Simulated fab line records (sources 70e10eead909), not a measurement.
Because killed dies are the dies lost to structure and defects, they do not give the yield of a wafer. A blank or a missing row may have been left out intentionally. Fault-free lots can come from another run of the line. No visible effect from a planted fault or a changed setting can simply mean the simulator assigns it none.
fab line records | flow nandHarc
record lots=13 wafers=39 lastDay=23
route steps=1159 shown A_BLC@983 A_BONDPAD@1082 THIN_TSV@1116 END@1159
lots that met no fault: from a run of the same line without faults
startH: start of the lot's first displayed wafer, in hours after the record's first day | waitH: hours since the lot's step before | " repeats the value in the row above | L1.1+2: a single row standing in for several wafers | - no value, or no start given | * or withheld: withheld | < > ~ a bound
route shown NAME@n: names a module that has steps shown in the file, with the first one's number in the route | usual: mean/standard deviation of fault-free wafers | same: alike in all rows | chamber/n: place in a boat | sites: each site's reading | _std_site: the values' standard deviation | _edge_site: the outer-site mean with the inner-site mean subtracted | radiusMm: for every site, how far away it sits from the centre of the wafer | mask NAME#n: copy n | behind: the most recent tool/chamber to have shaped the wafer | hold: why the lot went on hold/how many hours it stayed there/how the hold came to an end | device: which transistor (n, p or np) failed to switch | end of line: at the end of the route, the tests of the same wafers | a step with no rows: only its recipe | killed: not the wafer's yield, but the dies lost to structure and defects at the first sort | map: dies across one wafer; x = killed, . = not, _ = none there
set.NAME: the setting as run; set.NAME@STEP: as run at that earlier step | model.NAME: the simulator's own value behind a step, which no gauge read
steps of the route over a sample of lots; a table a step, a row a wafer
services: from which hour (startH, from the record's first day; less than 0 if before it) a tool's chamber was out of use, for how many hours, and why
## steps
# step NHARC_A_BLC_STRIP_21
# recipe o2FlowSccm=500 arFlowSccm=0 biasW=0 chemistry=O2
# usual drypumpMotorCurrentA=5.7/0.51 oesProductAu=0.995/0.011 rfVppV=57.8/0.87 showerheadPlenumPTorr=3.53/0.17 throttleValvePct=17.037/0.0078
# same biasW=0
# columns lot.wafer tool chamber startH waitH drypumpMotorCurrentA oesProductAu rfHoursCounterH rfVppV showerheadPlenumPTorr throttleValvePct
L624.4 rieDiel-08 3 392.17 0.1 5.7 0.988 10 57.8 3.58 17.033
L624.3 " 0 " " 5.5 1.010 9 58.7 3.39 17.033
L624.1 " 1 " " 5.4 0.995 8 57.3 3.35 17.045
L623.1 rieDiel-08 3 393.77 0.1 5.7 0.976 10 57.9 3.58 17.033
L623.5 " 3 " " 5.7 0.984 - 58.3 3.58 17.032
L623.6 " 0 " " 5.5 0.995 - 56.8 3.39 17.040
L625.4 rieDiel-08 1 394.60 0.1 5.4 0.985 8 58.1 3.35 17.029
L625.2 " 2 " " 6.1 0.997 11 59.2 3.70 17.028
L625.5 " 0 " " 5.5 0.995 - 57.8 3.39 17.041
L626.1 rieDiel-08 1 399.44 0.1 5.4 0.993 9 58.0 3.35 17.032
L626.6 " 3 " " 5.7 0.987 - 58.1 3.58 17.043
L626.5 " 0 " " 5.5 0.999 - 58.3 3.39 17.039
L627.3 rieDiel-08 1 416.31 0.1 5.4 0.995 11 57.8 3.35 17.051
L627.4 " 1 " " 5.4 0.997 - 57.3 3.35 17.030
L627.6 " 2 " " 6.1 1.012 - 57.4 3.70 17.043
L629.2 rieDiel-06 1 434.51 0.1 6.6 1.004 0 58.0 3.32 17.048
L629.6 " 0 " " 4.9 0.985 - 58.4 3.74 17.031
L629.5 " 1 " " 6.7 1.000 - 56.9 3.32 17.033
L628.3 rieDiel-02 3 435.26 0.1 5.2 1.007 29 57.2 3.31 17.049
L628.1 " 1 " " 6.3 0.989 37 57.4 3.35 17.041
L628.2 " 2 " " 5.8 0.986 35 59.6 3.79 17.047
L632.3 rieDiel-06 3 442.13 0.1 5.1 0.985 1 57.2 3.48 17.038
L632.2 " 0 " " 4.9 0.985 1 59.0 3.74 17.044
L632.6 " 1 " " 6.6 0.989 - 56.7 3.32 17.031
L631.1 rieDiel-06 0 443.13 0.1 4.9 0.984 1 57.5 3.74 17.030
L631.3 " 3 " " 5.1 0.991 1 58.3 3.48 17.049
L631.5 " 0 " " 4.9 0.986 - 58.5 3.74 17.024
L630.3 rieDiel-06 2 444.30 0.1 6.0 1.014 1 58.2 3.73 17.025
L630.4 " 0 " " 4.9 0.979 1 57.7 3.74 17.036
L630.5 " 1 " " 6.6 0.999 - 58.2 3.32 17.044
L633.3 rieDiel-06 1 449.48 0.1 6.7 0.996 2 58.1 3.32 17.044
L633.4 " 2 " " 5.9 1.017 2 58.7 3.73 17.042
L633.6 " 1 " " 6.6 0.998 - 58.2 3.32 17.032
L638.1 rieDiel-06 2 485.81 0.1 6.0 1.006 5 57.4 3.73 17.031
L638.4 " 1 " " 6.6 0.991 5 56.0 3.31 17.037
L638.5 " 3 " " 5.1 0.987 - 58.5 3.47 17.040
L642.2 rieDiel-06 3 505.07 0.1 5.1 0.990 8 57.4 3.47 17.041
L642.1 " 1 " " 6.6 0.988 8 57.0 3.31 17.035
L642.6 " 0 " " 4.9 1.002 - 56.4 3.73 17.041
# step NHARC_A_BONDPAD_DEGAS_25
# recipe tempC=300 timeS=60
# usual heaterPowerW=472/57 susceptorTempC=299.99/0.18
# columns lot.wafer tool chamber startH waitH heaterPowerW susceptorTempC
L624.4 pvdSputter-01 - 408.82 - 405 300.15
L624.3 " - " " 436 300.00
L624.1 " - " " 413 300.07
L623.1 pvdSputter-02 - 413.08 - 590 300.15
L623.5 " - " " 409 300.06
L623.6 " - " " 486 299.98
L625.4 pvdSputter-02 - 413.78 - 399 300.32
L625.2 " - " " 590 300.26
L625.5 " - " " 485 299.98
L626.1 pvdSputter-03 - 419.35 - 480 300.17
L626.5 " - " " 413 300.05
L626.6 " - " " 486 300.06
L627.4 pvdSputter-01 - 429.83 - 441 299.87
L627.3 " - " " 413 300.11
L627.6 " - " " 415 300.05
L629.2 pvdSputter-03 - 451.25 - 489 299.69
L629.6 " - " " 485 299.91
L629.5 " - " " 477 299.77
L628.3 pvdSputter-02 - 451.48 - 557 299.89
L628.2 " - " " 408 300.52
L628.1 " - " " 486 299.99
L632.3 pvdSputter-03 - 455.20 - 473 299.79
L632.2 " - " " 529 299.84
L632.6 " - " " 418 300.07
L631.1 pvdSputter-02 - 456.42 - 572 299.84
L631.3 " - " " 570 299.85
L631.5 " - " " 400 299.98
L630.3 pvdSputter-01 - 457.46 - 413 -
L630.4 " - " " 467 -
L630.5 " - " " 428 -
L633.4 pvdSputter-01 - 464.32 - 469 299.91
L633.3 " - " " 428 300.06
L633.6 " - " " 470 299.61
L638.4 pvdSputter-01 - 508.04 - 437 300.07
L638.1 " - " " 421 299.94
L638.5 " - " " 438 300.20
L642.1 pvdSputter-03 - 518.01 - 486 299.83
L642.2 " - " " 422 300.02
L642.6 " - " " 480 300.14
# step NHARC_THIN_TSV_CD_MEAS_12
# recipe targetCdNm=1000 landingEnergyEv=500
# usual cdNm=998.6/2.7
# columns lot.wafer tool chamber startH waitH cdNm
L624.1 cdSem-03 0 432.20 - 1000.6
L624.3 " 0 " " 997.1
L624.4 " 0 " " 998.8
L623.1 cdSem-02 0 433.28 - 997.3
L623.5 " 0 " " 995.8
L623.6 " 0 " " 992.9
L625.2 cdSem-03 0 434.35 - 996.5
L625.4 " 0 " " 997.7
L625.5 " 0 " " 995.5
L626.1 cdSem-01 0 435.65 - 997.0
L626.5 " 0 " " 1000.4
L626.6 " 0 " " 998.2
L627.3 cdSem-01 0 444.00 - 996.6
L627.4 " 0 " " 997.3
L627.6 " 0 " " 997.3
L629.2 cdSem-03 0 466.86 - 998.7
L629.5 " 0 " " 998.0
L629.6 " 0 " " 993.4
L628.1 cdSem-03 0 467.92 - 999.0
L628.2 " 0 " " 996.5
L628.3 " 0 " " 998.1
L632.2 cdSem-02 0 469.13 - 999.2
L632.3 " 0 " " 1003.2
L632.6 " 0 " " 996.5
L631.1 cdSem-02 0 471.15 - 1002.9
L631.3 " 0 " " 1002.5
L631.5 " 0 " " 1000.6
L630.3 cdSem-01 0 472.40 - 998.5
L630.4 " 0 " " 999.3
L630.5 " 0 " " 999.0
L633.3 cdSem-02 0 479.57 - 995.9
L633.4 " 0 " " 994.5
L633.6 " 0 " " 993.7
L638.1 cdSem-03 0 525.61 - 995.4
L638.4 " 0 " " 998.2
L638.5 " 0 " " 998.7
L642.1 cdSem-03 0 532.39 - 998.2
L642.2 " 0 " " 996.6
L642.6 " 0 " " 994.2
# step NHARC_THIN_TSV_CD_MEAS_37
# usual cdNm=4999/3.6
# columns lot.wafer tool chamber startH waitH cdNm
L624.1 cdSem-03 - 439.71 - 5001
L624.3 " - " " 4992
L624.4 " - " " 4997
L623.1 cdSem-03 - 440.73 - 4999
L623.5 " - " " 4996
L623.6 " - " " 4996
L625.2 cdSem-03 - 442.25 - 5002
L625.4 " - " " 4992
L625.5 " - " " 4998
L626.1 cdSem-01 - 443.02 - 4994
L626.5 " - " " 4999
L626.6 " - " " 5000
L627.3 cdSem-03 - 451.62 - 5001
L627.4 " - " " 5003
L627.6 " - " " 4998
L629.2 cdSem-02 - 474.23 - 4997
L629.5 " - " " 4996
L629.6 " - " " 4995
L628.1 cdSem-02 - 475.52 - 4997
L628.2 " - " " 4994
L628.3 " - " " 4996
L632.2 cdSem-02 - 477.08 - 5002
L632.3 " - " " 5007
L632.6 " - " " 5000
L631.1 cdSem-02 - 478.85 - 5004
L631.3 " - " " 5000
L631.5 " - " " 5000
L630.3 cdSem-02 - 480.14 - 4993
L630.4 " - " " 4997
L630.5 " - " " 5000
L633.3 cdSem-01 - 487.20 - 4997
L633.4 " - " " 4993
L633.6 " - " " 4991
L638.1 cdSem-01 - 533.53 - 4999
L638.4 " - " " 5004
L638.5 " - " " 4996
L642.1 cdSem-01 - 540.76 - 5004
L642.2 " - " " 5001
L642.6 " - " " 4996
# step NHARC_END_SORT_01
# recipe tempC=25
# usual killedAtArray=31/11 killedAtOther=0.5/0.78 killedAtPeriphery=3.0/2 killedDies=34/12 killedOpen=3.2/2 killedShort=1.9/1.6
# same grossDies=677
# columns lot.wafer tool chamber startH waitH killedAtArray killedAtOther killedAtPeriphery killedDies killedOpen killedShort
L638.1 prober-01 0 540.83 2.5 128 1 2 131 1 2
L638.4 prober-01 0 543.23 3.4 84 1 3 88 3 0
L638.5 prober-01 0 544.04 3.7 103 1 2 106 1 1
L642.1 prober-01 0 556.49 2.5 72 0 1 73 1 4
L642.2 prober-01 0 557.29 2.8 105 0 1 106 3 1
L642.6 prober-01 0 560.45 4.0 110 0 2 112 2 2
# killed by level:class
L638.1 A_BLC:unspecified=94 A_SLIT:chamberFilmFlake=16 A_STAIRCASE:chamberFilmFlake=6 A_CHANNEL_HOLE_D1:chamberFilmFlake=4 A_CONTACT:chamberFilmFlake=3 A_WL_FILL:chamberFilmFlake=3 P_M0:geometricParticle:short=1 A_WL_FILL:geometricParticle:open=1
L638.4 A_BLC:unspecified=55 A_SLIT:chamberFilmFlake=17 A_CONTACT:chamberFilmFlake=5 A_CHANNEL_HOLE_D1:chamberFilmFlake=4 P_GATE:geometricParticle:open=1 P_M2:geometricParticle:open=1 A_CHANNEL_FILL_D1:geometricParticle:open=1 P_M1:chamberFilmFlake=1
L638.5 A_BLC:unspecified=85 A_SLIT:chamberFilmFlake=6 A_CHANNEL_HOLE_D1:chamberFilmFlake=5 A_STAIRCASE:chamberFilmFlake=4 P_M1:geometricParticle:short=1 A_CHANNEL_FILL_D1:geometricParticle:open=1 P_M1:chamberFilmFlake=1 A_CHANNEL_FILL_D1:chamberFilmFlake=1
L642.1 A_BLC:unspecified=58 A_CHANNEL_HOLE_D1:chamberFilmFlake=6 A_WL_FILL:geometricParticle:short=2 A_CONTACT:chamberFilmFlake=2 A_CHANNEL_HOLE_D1:geometricParticle:short=1 A_CHANNEL_FILL_D1:geometricParticle:open=1 A_CHANNEL_FILL_D1:geometricParticle:short=1 P_ZERO_WELL:chamberFilmFlake=1
L642.2 A_BLC:unspecified=92 A_SGD_CUT:chamberFilmFlake=4 A_CONTACT:chamberFilmFlake=3 A_STAIRCASE:chamberFilmFlake=2 P_CONTACT:geometricParticle:open=1 A_SOURCE_PLATE:geometricParticle:open=1 A_CHANNEL_FILL_D1:geometricParticle:short=1 A_M0:geometricParticle:open=1
L642.6 A_BLC:unspecified=94 A_CHANNEL_HOLE_D1:chamberFilmFlake=10 P_CONTACT:geometricParticle:open=1 A_CHANNEL_FILL_D1:geometricParticle:short=1 A_CONTACT:geometricParticle:open=1 A_CONTACT:geometricParticle:short=1 P_ZERO_WELL:chamberFilmFlake=1 A_STAIRCASE:chamberFilmFlake=1
## services
# columns tool chamber startH hours kind
rieDiel-06 0 372.80 - clean
rieDiel-06 1 372.80 - clean
rieDiel-06 2 372.80 - clean
rieDiel-06 3 372.80 - clean
pvdSputter-01 - 382.88 1.3 repair
pvdSputter-02 - 392.01 10.0 pm
pvdSputter-01 - 393.47 2.3 repair
rieDiel-06 0 397.30 - clean
rieDiel-06 1 397.30 - clean
rieDiel-06 2 397.30 - clean
rieDiel-06 3 397.30 - clean
pvdSputter-02 - 402.48 1.8 repair
rieDiel-08 3 402.80 16.6 repair
rieDiel-06 - 418.20 9.0 pm
rieDiel-06 0 418.20 9.0 ventCycle
rieDiel-06 1 418.20 9.0 ventCycle
rieDiel-06 2 418.20 9.0 ventCycle
pvdSputter-03 - 430.50 1.2 repair
pvdSputter-03 - 458.00 10.0 pm
rieDiel-02 2 467.67 16.4 repair
rieDiel-08 1 468.33 24.8 repair
rieDiel-08 - 478.87 9.0 pm
rieDiel-02 - 504.85 9.0 pm
pvdSputter-01 - 514.05 10.0 pm
## key
firstSign step=NHARC_END_SORT_01 reading=killedAtArray direction=up sigmas=6.3 usual=31 struck=100
effect step=NHARC_END_SORT_01 reading=killedDies direction=up sigmas=5.9 usual=34 struck=103
moreKillsBornAt NHARC_A_BLC_STRIP_21@rieDiel-06=478
metAt NHARC_A_BLC_STRIP_21
struckLots L638,L642
testerLeftOut L638,L642
notActingAt NHARC_A_BONDPAD_DEGAS_25,NHARC_THIN_TSV_CD_MEAS_12,NHARC_THIN_TSV_CD_MEAS_37
onsetBetween 449.48 485.81
alsoFits time
fault kind=chamberParticleSource tool=rieDiel-06 chamber=- onsetH=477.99 steps=NHARC_A_BLC_STRIP_21 ratePerVisitCm2=1.2148 endH=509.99
# testerLeftOut: of these lots the tester's yield and bins aren't shown, on N5 and GAA mostly nor the transistor test; their killed dies are dies lost to structure and defects alone, not to doping, threshold or leakage, so they don't give the yield
